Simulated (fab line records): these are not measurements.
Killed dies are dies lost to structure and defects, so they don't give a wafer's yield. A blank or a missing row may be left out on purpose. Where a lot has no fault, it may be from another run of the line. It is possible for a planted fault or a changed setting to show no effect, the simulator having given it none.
Chamber matching -- flow nand harc -- NHARC_A_CONTACT_DESCUM_13 on rie diel-13: 4 sister chambers
The step chemistry O2, time 3 s. 16 wafers are shown with their chamber, then 8 later ones without.

== EACH WAFER AND ITS CHAMBER ==
wafer,chamber,drypump motor current A (A),showerhead plenum p Torr (Torr),rf vpp V (V)
L074.2,0,5.9,2.06,59.2
L074.4,3,5.5,1.77,57.1
L074.6,0,5.9,2.06,58.2
L078.1,0,5.9,2.06,59.2
L078.5,2,5.4,1.87,56.0
L078.6,1,6.1,1.90,58.0
L081.2,3,5.5,1.76,56.9
L081.4,2,5.3,1.87,57.4
L081.6,0,5.9,2.06,58.1
L088.1,0,5.9,2.05,59.3
L088.3,2,5.3,1.87,58.0
L088.6,3,5.5,2.08,57.6
L090.2,1,6.1,1.89,56.1
L090.4,0,5.9,2.05,57.7
L090.5,1,6.1,1.89,58.9
L095.1,1,6.1,1.89,57.9

SIGNATURES (means of the wafers above)
reading,chamber 0,chamber 1,chamber 2,chamber 3,scatter within a chamber
drypump motor current A,5.900,6.100,5.333,5.500,0.0236
showerhead plenum p Torr,2.0567,1.8925,1.8700,1.8700,0.0744
rf vpp V,58.617,57.725,57.133,57.200,0.862
Rule: for each reading, subtract the chamber's mean from the wafer's reading, divide by that reading's scatter and square the result; add these up over the readings and take the root, which gives the wafer's distance from the chamber. If the next closest chamber is less than 2 further off than the closest, the wafer can't be placed; otherwise it belongs to the closest. How the scatter is found: for the shown wafers, subtract from each reading the mean of its chamber, square and add these, divide the total by (wafers less chambers), then take the root.

== WAFERS MISSING THEIR CHAMBER ==
wafer,drypump motor current A (A),showerhead plenum p Torr (Torr),rf vpp V (V)
L095.3,5.4,1.86,57.9
L095.6,5.5,2.07,58.3
L094.2,5.5,2.07,60.3
L094.5,5.5,2.07,56.6
L094.6,5.3,1.86,56.8
L096.1,5.3,1.86,55.9
L096.4,5.5,2.07,57.9
L096.5,5.9,2.05,58.9

== WHICH CHAMBER EACH WENT THROUGH ==
wafer,from the rows above,in truth
L095.3,can't be placed: 2 or 3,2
L095.6,3,3
L094.2,3,3
L094.5,3,3
L094.6,2,2
L096.1,2,2
L096.4,3,3
L096.5,0,0
Correct placement for 7 of the 8. Cannot be placed on the basis of these rows: 1; the candidates contain the true chamber in 1. Number placed wrongly: 0.
